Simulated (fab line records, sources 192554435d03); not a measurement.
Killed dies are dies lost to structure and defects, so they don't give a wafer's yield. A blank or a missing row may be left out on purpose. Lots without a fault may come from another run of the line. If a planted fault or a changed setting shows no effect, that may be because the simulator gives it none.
A lot that was struck, set against a sound lot / flow n5 finfet / 44 steps out of a route of 1938
Sound: these wafers, L549.2, L549.5, L549.6. Struck: wafer L560.3; the same lot's L560.1 was not struck, so it is left out; see the end for the cause.
Per side, at each step with rows, come the tool, then ch with its chambers, and then its first start. Under that, the readings that differ: sound wafers / struck wafers / difference of the means / sigmas: that difference in standard deviations of wafers without a fault.
alike: readings whose means differ by less than 2 such deviations, and words and numbers that are the same on both sides. not compared: withheld readings, readings that some wafer has no value for, bounds like >300 that may hide the same value, and numbers for which the record gives no deviation and whose values overlap.
Wherever a step has rows on one side only, a row that says differs or no value, or a row with sigmas, the two part there. Numbers that have no deviation but don't overlap get no sigmas and don't part them. Lack of a reading on every wafer of one side parts them only where that side has two or more wafers.

first, 2 steps without rows for these wafers: N5_BEOL_M8_ECD_50 (material Cu, target thk 300 nm); N5_BEOL_M8_ANNEAL_51 (time 90 s).
N5_BEOL_M8_CMP_52: polishes, stops on SiCOH lowk, t overpolish 6.9 s, target thk 80 nm.
  sound on cmp-01 ch 0,2,3, day 9 17:29; struck on cmp-01 ch 1, day 12 13:07
  alike: barrier field endpoint s, clearing platen rpm, motor current A, overpolish run s, platen rpm, time to endpoint s
N5_BEOL_M8_THK_MEAS_53: measures by xrf.
  sound on film metro-01 at day 9 17:40; struck on film metro-02 at day 12 13:24
  alike: M8_THK
then, 2 steps without rows for these wafers: N5_BEOL_M8_PRE_CLEAN_55 (time 15 s); N5_BEOL_M8_DEP_56 (deposits SiCN from 3MS/NH3, target thk 10 nm, time 17.5 s).
N5_BEOL_M8_RS_MEAS_57: a four-point-probe measurement.
  sound on film metro-01 at day 9 17:47; struck on film metro-01 at day 12 13:32
  alike: M8_RS
N5_BEOL_M8_INSPECT_58: inspects for defects (darkfield).
  sound on defect inspect-02 at day 9 17:49; struck on defect inspect-02 at day 12 13:34
  alike: raw defect count
N5_BEOL_M9_ILD_DEP_00: deposits SiCOH lowk from DEMS/porogen, target thk 308.51 nm, time 58 s.
  sound on pecvd-03 ch 0,1,2, day 9 17:52; struck on pecvd-03 ch 2, day 12 13:36
  alike: heater power outer w, heater power w, showerhead plenum p Torr, throttle valve pct
then, 1 step without rows for these wafers: N5_BEOL_M9_CURE_71 (cures SiCOH lowk, time 240 s).
N5_BEOL_M9_THK_MEAS_01:
  sound on film metro-02 at day 9 19:05; struck on film metro-01 at day 12 14:11
  alike: M9_ILD_THK
N5_BEOL_M9_PECVD_70: deposits SiO2 from TEOS/O2, target thk 20 nm, time 22.7 s.
  sound on pecvd-02 ch 0,1,2, day 9 19:07; struck on pecvd-01 ch 2, day 12 14:14
  alike: heater power outer w, heater power w, showerhead plenum p Torr, throttle valve pct
N5_BEOL_M9_HM_DEP_02: deposits TiN, target thk 20 nm.
  sound on pvd sputter-03 at day 9 20:45; struck on pvd sputter-03 at day 12 14:34
reading=model.TiN_of_BEOL_M9_HM_DEP_02.thk nm (nm); sound=20 20 20; struck=17.2; difference=-2.8; sigmas=
  alike: substrate temp c, throttle valve pct
then, 8 steps without rows for these wafers: N5_BEOL_M9_COAT_59 (time 60 s, resist thk 100 nm); N5_BEOL_M9_COAT_60 (time 60 s, resist thk 30 nm); N5_BEOL_M9_COAT_05 (resist thk 90 nm); N5_BEOL_M9_EBR_07; N5_BEOL_M9_SOFTBAKE_06 (time 60 s); N5_BEOL_M9_EXPOSE_08 (exposes mask M9); N5_BEOL_M9_PEB_09 (peb time 60 s); N5_BEOL_M9_DEVELOP_10 (develop time 30 s).
N5_BEOL_M9_CD_MEAS_11: target cd 64.1 nm.
  sound on cd sem-01 ch 0, day 9 21:15; struck on cd sem-03 ch 0, day 12 15:04
  alike: cd nm
N5_BEOL_M9_OVL_MEAS_12:
  sound on overlay-02 ch 0, day 9 21:17; struck on overlay-02 ch 0, day 12 15:06
  alike: M9_OVL
N5_BEOL_M9_INSPECT_13: inspects for defects (brightfield).
  sound on defect inspect-01 at day 9 21:18; struck on defect inspect-02 at day 12 15:07
  alike: raw defect count
then, 2 steps without rows for these wafers: N5_BEOL_M9_DESCUM_16 (chemistry O2, time 7.9 s); N5_BEOL_M9_ETCH_61 (etches SiARC in CF4, target depth 39 nm, time 65 s).
N5_BEOL_M9_ETCH_62: etches SOC in N2/H2, target depth 110 nm, overetch 22 nm, time 165 s.
  sound on rie diel-04 ch 0,1, day 9 21:26; struck on rie diel-06 ch 2, day 12 15:14
  alike: drypump motor current A, oes product au, rf vpp V, showerhead plenum p Torr, throttle valve pct
  not compared: rf hours counter h
then, 2 steps without rows for these wafers: N5_BEOL_M9_STRIP_68 (strips in N2/H2); N5_BEOL_M9_STRIP_67 (strips in CF4).
N5_BEOL_M9_HM_OPEN_17: chemistry Cl2/BCl3, target TiN, target depth 20 nm, overetch 6 nm.
  sound on rie metal-02 ch 0,1, day 9 21:37; struck on rie metal-03 ch 1, day 12 15:26
reading=model.etch.depth nm (nm); sound=20.02 20.03 19.94; struck=17.21; difference=-2.79; sigmas=
  alike: drypump motor current A, oes product au, throttle valve pct
  not compared: rf hours counter h
N5_BEOL_M9_STRIP_19: strips in O2.
  sound on rie diel-05 ch 0,3, day 9 21:44; struck on rie diel-04 ch 2, day 12 15:35
  alike: drypump motor current A, oes product au, rf vpp V, showerhead plenum p Torr, throttle valve pct
  not compared: rf hours counter h
N5_BEOL_M9_CD_MEAS_18: pitch 140 nm, target cd 70 nm.
  sound on cd sem-03 at day 9 21:49; struck on cd sem-02 at day 12 15:39
  alike: cd nm
then, 9 steps without rows for these wafers: N5_BEOL_M9_COAT_63 (time 60 s, resist thk 60 nm); N5_BEOL_M9_COAT_64 (time 60 s, resist thk 12 nm); N5_BEOL_M9_COAT_75 (time 60 s, resist thk 5 nm); N5_BEOL_M9_COAT_22 (resist thk 30 nm); N5_BEOL_M9_EBR_24; N5_BEOL_M9_SOFTBAKE_23 (time 60 s); N5_BEOL_M9_EXPOSE_25 (exposes mask V8); N5_BEOL_M9_PEB_26 (peb time 60 s); N5_BEOL_M9_DEVELOP_27 (develop time 30 s).
N5_BEOL_M9_CD_MEAS_28: target cd 70 nm.
  sound on cd sem-01 ch 0, day 9 22:07; struck on cd sem-02 ch 0, day 12 16:27
  alike: cd nm
N5_BEOL_M9_TRENCH_ETCH_37: etches SiCOH lowk in C4F6/O2, target depth 151.43 nm, time 49 s.
  sound: rie diel-05 ch 0,1,2; struck: rie diel-05 ch 2
reading=model.TiN_of_BEOL_M9_HM_DEP_02.thk nm (nm); sound=16 15.8 15.8; struck=13; difference=-3; sigmas=
  alike: drypump motor current A, oes product au, rf vpp V, showerhead plenum p Torr, throttle valve pct
  not compared: rf hours counter h
following that, these wafers have no rows for 1 step: N5_PASSIVATION_PROBE_49.

## WHERE THEY PART
Nowhere in this record.

WHY: whatever the simulator had introduced
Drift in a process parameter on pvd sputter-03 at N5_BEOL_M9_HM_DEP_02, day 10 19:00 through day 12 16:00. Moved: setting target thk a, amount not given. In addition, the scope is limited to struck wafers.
